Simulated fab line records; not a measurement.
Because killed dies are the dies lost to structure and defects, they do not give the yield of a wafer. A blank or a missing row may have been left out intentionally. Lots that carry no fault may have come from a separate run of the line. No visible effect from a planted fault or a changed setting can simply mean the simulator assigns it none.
The tool behind it: which one? ; flow n5_finfet ; Sampling: 24 lots, 72 wafers, 5 of 1938 route steps

== WHAT THE GAUGES SHOWED, per wafer ==
N5_SD_EPI_N_INSPECT_11: inspects for defects (macro). Usual: 2.1 for raw_defect_count, sd 1.4.
lot;measured;on;raw_defect_count;flag
L074;day 3 01:31;defect_inspect-02;1 2 0;
L075;day 3 10:29;defect_inspect-01;1 3 0;
L076;day 3 12:47;defect_inspect-02;4 1 4;
L077;day 3 22:27;defect_inspect-02;3 1 3;
L078;day 4 02:15;defect_inspect-02;2 3 4;
L079;day 4 05:43;defect_inspect-02;2 3 2;
L080;day 4 11:28;defect_inspect-01;6 4 3;
L081;day 4 19:00;defect_inspect-01;4 2 2;
L082;day 5 00:51;defect_inspect-02;2 0 3;
L083;day 5 06:01;defect_inspect-02;2 1 0;
L084;day 5 12:21;defect_inspect-02;3 4 2;
L085;day 5 23:41;defect_inspect-01;4 0 1;
L086;day 6 06:01;defect_inspect-02;3 0 1;
L087;day 6 09:11;defect_inspect-01;3 1 1;
L088;day 6 22:47;defect_inspect-02;3 1 1;
L089;day 7 02:24;defect_inspect-02;1 2 3;
L090;day 7 05:58;defect_inspect-02;2 1 0;
L091;day 7 19:19;defect_inspect-01;3 0 4;
L092;day 7 20:29;defect_inspect-02;2 1 2;
L093;day 8 09:27;defect_inspect-02;1 3 1;
L095;day 8 18:16;defect_inspect-01;3 2 1;
L094;day 8 21:05;defect_inspect-02;3 2 5;
L097;day 8 21:37;defect_inspect-02;6 1 2;
L096;day 8 23:40;defect_inspect-02;0 2 2;

== WHICH TOOL RAN EACH LOT (tool, then ch and the chambers of the sampled wafers, then the start) ==
lot;N5_DUMMY_GATE_STRIP_41;N5_SPACER0_ALD_07;N5_SPACER0_ALD_00;N5_SPACER0_ALD_08
L074;rie_diel-03 ch 1,2, day 2 23:42;ald_sin-03 ch 1,2,3, day 3 00:30;ald_sin-03 ch 1,2,3, day 3 00:39;ald_sin-03 ch 1,2,3, day 3 00:55
L075;rie_diel-03 ch 0,1,3, day 3 08:23;ald_sin-04 ch 1,2,3, day 3 09:35;ald_sin-04 ch 1,2,3, day 3 09:44;ald_sin-04 ch 1,2,3, day 3 10:00
L076;rie_diel-06 ch 0,3, day 3 11:09;ald_sin-04 ch 1,2, day 3 11:54;ald_sin-04 ch 1,2, day 3 12:03;ald_sin-04 ch 1,2, day 3 12:19
L077;rie_diel-06 ch 0,1,2, day 3 19:38;ald_sin-04 ch 0,2,3, day 3 21:33;ald_sin-04 ch 0,2,3, day 3 21:42;ald_sin-04 ch 0,2,3, day 3 21:58
L078;rie_diel-06 ch 0,1,2, day 4 00:25;ald_sin-02 ch 0,2,3, day 4 01:14;ald_sin-02 ch 0,2,3, day 4 01:23;ald_sin-02 ch 0,2,3, day 4 01:38
L079;rie_diel-06 ch 0,1,3, day 4 03:57;ald_sin-02 ch 0,2,3, day 4 04:41;ald_sin-02 ch 0,2,3, day 4 04:50;ald_sin-02 ch 0,2,3, day 4 05:06
L080;rie_diel-06 ch 1,2,3, day 4 09:46;ald_sin-04 ch 0,1, day 4 10:34;ald_sin-04 ch 0,1, day 4 10:43;ald_sin-04 ch 0,1, day 4 10:59
L081;rie_diel-06 ch 0,2,3, day 4 17:11;ald_sin-03 ch 0,1,3, day 4 18:06;ald_sin-03 ch 0,1,3, day 4 18:15;ald_sin-03 ch 0,1,3, day 4 18:31
L082;rie_diel-06 ch 0,3, day 4 21:52;ald_sin-03 ch 0,3, day 4 23:50;ald_sin-03 ch 0,3, day 4 23:59;ald_sin-03 ch 0,3, day 5 00:14
L083;rie_diel-06 ch 1,2, day 5 04:12;ald_sin-04 ch 0,1,3, day 5 04:57;ald_sin-04 ch 0,1,3, day 5 05:07;ald_sin-04 ch 0,1,3, day 5 05:22
L084;rie_diel-01 ch 0,1,2, day 5 10:02;ald_sin-02 ch 1,2,3, day 5 11:20;ald_sin-02 ch 1,2,3, day 5 11:29;ald_sin-02 ch 1,2,3, day 5 11:44
L085;rie_diel-06 ch 2,3, day 5 21:35;ald_sin-03 ch 2,3, day 5 22:40;ald_sin-03 ch 2,3, day 5 22:49;ald_sin-03 ch 2,3, day 5 23:04
L086;rie_diel-06 ch 0,1,3, day 6 01:50;ald_sin-02 ch 0,3, day 6 04:59;ald_sin-02 ch 0,3, day 6 05:08;ald_sin-02 ch 0,3, day 6 05:24
L087;rie_diel-01 ch 0,1,3, day 6 07:12;ald_sin-04 ch 0,1,2, day 6 08:10;ald_sin-04 ch 0,1,2, day 6 08:19;ald_sin-04 ch 0,1,2, day 6 08:35
L088;rie_diel-06 ch 0,1,2, day 6 10:16;ald_sin-03 ch 0,3, day 6 10:59;ald_sin-03 ch 0,3, day 6 11:08;ald_sin-03 ch 0,3, day 6 11:24
L089;rie_diel-03 ch 2,3, day 7 00:46;ald_sin-03 ch 0,3, day 7 01:29;ald_sin-03 ch 0,3, day 7 01:38;ald_sin-03 ch 0,3, day 7 01:53
L090;rie_diel-03 ch 0,1,3, day 7 03:52;ald_sin-04 ch 0,1,2, day 7 05:04;ald_sin-04 ch 0,1,2, day 7 05:13;ald_sin-04 ch 0,1,2, day 7 05:28
L091;rie_diel-06 ch 1,2,3, day 7 17:34;ald_sin-04 ch 0,1,2, day 7 18:18;ald_sin-04 ch 0,1,2, day 7 18:28;ald_sin-04 ch 0,1,2, day 7 18:43
L092;rie_diel-03 ch 0,2,3, day 7 18:44;ald_sin-04 ch 0,1,3, day 7 19:28;ald_sin-04 ch 0,1,3, day 7 19:37;ald_sin-04 ch 0,1,3, day 7 19:52
L093;rie_diel-01 ch 2,3, day 8 07:42;ald_sin-03 ch 0,3, day 8 08:26;ald_sin-03 ch 0,3, day 8 08:35;ald_sin-03 ch 0,3, day 8 08:50
L095;rie_diel-06 ch 0,1,3, day 8 15:56;ald_sin-02 ch 0,1,2, day 8 17:14;ald_sin-02 ch 0,1,2, day 8 17:23;ald_sin-02 ch 0,1,2, day 8 17:39
L094;rie_diel-03 ch 2,3, day 8 19:05;ald_sin-02 ch 0,1,3, day 8 20:04;ald_sin-02 ch 0,1,3, day 8 20:13;ald_sin-02 ch 0,1,3, day 8 20:28
L097;rie_diel-01 ch 1,2,3, day 8 19:35;ald_sin-02 ch 0,1,3, day 8 20:36;ald_sin-02 ch 0,1,3, day 8 20:45;ald_sin-02 ch 0,1,3, day 8 21:01
L096;rie_diel-03 ch 0,2,3, day 8 20:08;ald_sin-04 ch 0,1,2, day 8 22:38;ald_sin-04 ch 0,1,2, day 8 22:47;ald_sin-04 ch 0,1,2, day 8 23:03
- N5_DUMMY_GATE_STRIP_41: strips in O2.
- N5_SPACER0_ALD_07: deposits SiNx, target thk 2 nm.
- N5_SPACER0_ALD_00: deposits SiOCN, target thk 3.5 nm, pulse time 3 s, purge time 2 s.
- N5_SPACER0_ALD_08: deposits SiNx, target thk 2 nm.

== WHAT THE TOOLS THEMSELVES READ (means of the sampled wafers that have a number; where no wafer has one, the mark that the record gives instead) ==
N5_DUMMY_GATE_STRIP_41. Usual: drypump_motor_current_A 5.8 A, standard deviation 0.58; oes_product_au 0.79 a.u., standard deviation 0.079; rf_vpp_V 3.6 V, standard deviation 0.51; showerhead_plenum_p_Torr 2.12 Torr, standard deviation 0.064; throttle_valve_pct 16.79 %, standard deviation 0.18.
lot;tool;drypump_motor_current_A (A);oes_product_au (a.u.);rf_vpp_V (V);showerhead_plenum_p_Torr (Torr);throttle_valve_pct (%);flag
L074;rie_diel-03;5.7;0.77;3.7;2.08;16.40;
L075;rie_diel-03;5.7;0.84;3.6;2.09;16.60;
L076;rie_diel-06;5.6;0.83;3.6;2.16;16.91;
L077;rie_diel-06;6.0;0.74;3.8;2.12;16.83;
L078;rie_diel-06;6.0;0.74;3.9;2.12;16.84;
L079;rie_diel-06;5.6;0.77;3.5;2.17;16.90;
L080;rie_diel-06;5.6;0.80;3.8;2.11;16.79;
L081;rie_diel-06;6.0;0.79;3.4;2.12;16.84;
L082;rie_diel-06;5.6;0.82;3.3;2.16;16.92;
L083;rie_diel-06;6.0;0.77;3.2;2.07;16.72;
L084;rie_diel-01;6.5;0.77;4.2;2.04;16.93;
L085;rie_diel-06;5.6;0.84;3.4;2.11;16.81;
L086;rie_diel-06;5.6;0.75;3.6;2.16;16.91;
L087;rie_diel-01;6.3;0.75;3.4;2.07;16.92;
L088;rie_diel-06;6.0;0.73;3.6;2.12;16.86;
L089;rie_diel-03;5.1;0.82;3.5;2.17;16.66;
L090;rie_diel-03;5.6;0.81;3.2;2.08;16.64;
L091;rie_diel-06;5.6;0.78;3.3;2.10;16.81;
L092;rie_diel-03;5.3;0.81;3.3;2.14;16.76;
L093;rie_diel-01;6.3;0.94;3.4;2.17;16.72;
L095;rie_diel-06;5.6;0.74;3.8;2.16;16.95;
L094;rie_diel-03;5.1;0.82;3.9;2.17;16.69;
L097;rie_diel-01;6.2;0.88;3.9;2.13;16.71;
L096;rie_diel-03;5.3;0.80;3.8;2.14;16.78;

N5_SPACER0_ALD_07. Usual: chamber_pressure_Torr 2.000 Torr, standard deviation 0.0044; heater_power_w 798 W, standard deviation 97.
lot;tool;chamber_pressure_Torr (Torr);heater_power_w (W);flag
L074;ald_sin-03;2.001;942;
L075;ald_sin-04;1.995;765;
L076;ald_sin-04;1.996;769;
L077;ald_sin-04;2.003;749;
L078;ald_sin-02;1.999;737;
L079;ald_sin-02;1.994;728;
L080;ald_sin-04;1.999;763;
L081;ald_sin-03;1.998;853;
L082;ald_sin-03;1.998;843;
L083;ald_sin-04;2.003;730;
L084;ald_sin-02;1.999;776;
L085;ald_sin-03;2.001;933;
L086;ald_sin-02;2.004;778;
L087;ald_sin-04;2.000;726;
L088;ald_sin-03;1.997;811;
L089;ald_sin-03;1.998;828;
L090;ald_sin-04;2.000;719;
L091;ald_sin-04;2.003;721;
L092;ald_sin-04;1.999;739;
L093;ald_sin-03;2.003;813;
L095;ald_sin-02;2.003;797;
L094;ald_sin-02;2.002;833;
L097;ald_sin-02;2.000;837;
L096;ald_sin-04;1.998;717;

N5_SPACER0_ALD_00. Usual: chamber_pressure_Torr 2.000 Torr, standard deviation 0.0044; heater_power_w 796 W, standard deviation 100; precursor_pulse_height_rel 0.998, standard deviation 0.02.
lot;tool;chamber_pressure_Torr (Torr);heater_power_w (W);precursor_pulse_height_rel;flag
L074;ald_sin-03;2.000;937;1.000;
L075;ald_sin-04;1.998;751;0.997;
L076;ald_sin-04;1.999;770;1.002;
L077;ald_sin-04;1.996;743;1.014;
L078;ald_sin-02;2.004;737;0.987;
L079;ald_sin-02;2.002;723;0.987;
L080;ald_sin-04;2.000;764;0.990;
L081;ald_sin-03;1.999;848;0.999;
L082;ald_sin-03;1.998;864;0.983;
L083;ald_sin-04;2.004;718;1.016;
L084;ald_sin-02;2.001;786;1.020;
L085;ald_sin-03;2.000;938;0.988;
L086;ald_sin-02;2.005;766;1.020;
L087;ald_sin-04;2.000;717;1.010;
L088;ald_sin-03;1.997;832;0.978;
L089;ald_sin-03;1.999;807;1.005;
L090;ald_sin-04;1.998;721;0.981;
L091;ald_sin-04;2.003;723;0.993;
L092;ald_sin-04;1.999;731;1.008;
L093;ald_sin-03;1.997;811;1.017;
L095;ald_sin-02;2.000;793;1.018;
L094;ald_sin-02;2.000;839;0.995;
L097;ald_sin-02;2.001;833;0.989;
L096;ald_sin-04;2.000;727;0.984;

N5_SPACER0_ALD_08. Usual: chamber_pressure_Torr 2.000 Torr, standard deviation 0.0042; heater_power_w 798 W, standard deviation 98.
lot;tool;chamber_pressure_Torr (Torr);heater_power_w (W);flag
L074;ald_sin-03;2.001;944;
L075;ald_sin-04;2.002;767;
L076;ald_sin-04;2.001;770;
L077;ald_sin-04;2.001;743;
L078;ald_sin-02;1.994;720;
L079;ald_sin-02;2.001;735;
L080;ald_sin-04;1.998;758;
L081;ald_sin-03;2.003;851;
L082;ald_sin-03;1.994;853;
L083;ald_sin-04;2.001;735;
L084;ald_sin-02;1.999;778;
L085;ald_sin-03;2.001;931;
L086;ald_sin-02;2.000;778;
L087;ald_sin-04;2.003;722;
L088;ald_sin-03;1.997;825;
L089;ald_sin-03;2.001;813;
L090;ald_sin-04;2.004;722;
L091;ald_sin-04;2.001;724;
L092;ald_sin-04;1.995;751;
L093;ald_sin-03;2.004;832;
L095;ald_sin-02;1.996;805;
L094;ald_sin-02;1.999;837;
L097;ald_sin-02;1.998;840;
L096;ald_sin-04;2.003;723;

== THE ANSWER, worked out from the rows above alone ==
Rule: a lot is off if the mean of its wafers that have a number lies more than 3 standard deviations from the usual mean. Also off: a lot with no number at a reading for which 4 or more lots have one. Where the step has rows for the other lots, those lots are counted as sound. Order of review: gauges by route order, followed by the tools' own readings, for which a lot's mean as printed above is used. At the first step where some lot is off, the reading lying furthest off is the one used; lots without a number count as furthest.
No lot is off on any of the readings shown, so nothing can be concluded from this.

== WHAT THE SIMULATOR HAD PUT IN ==
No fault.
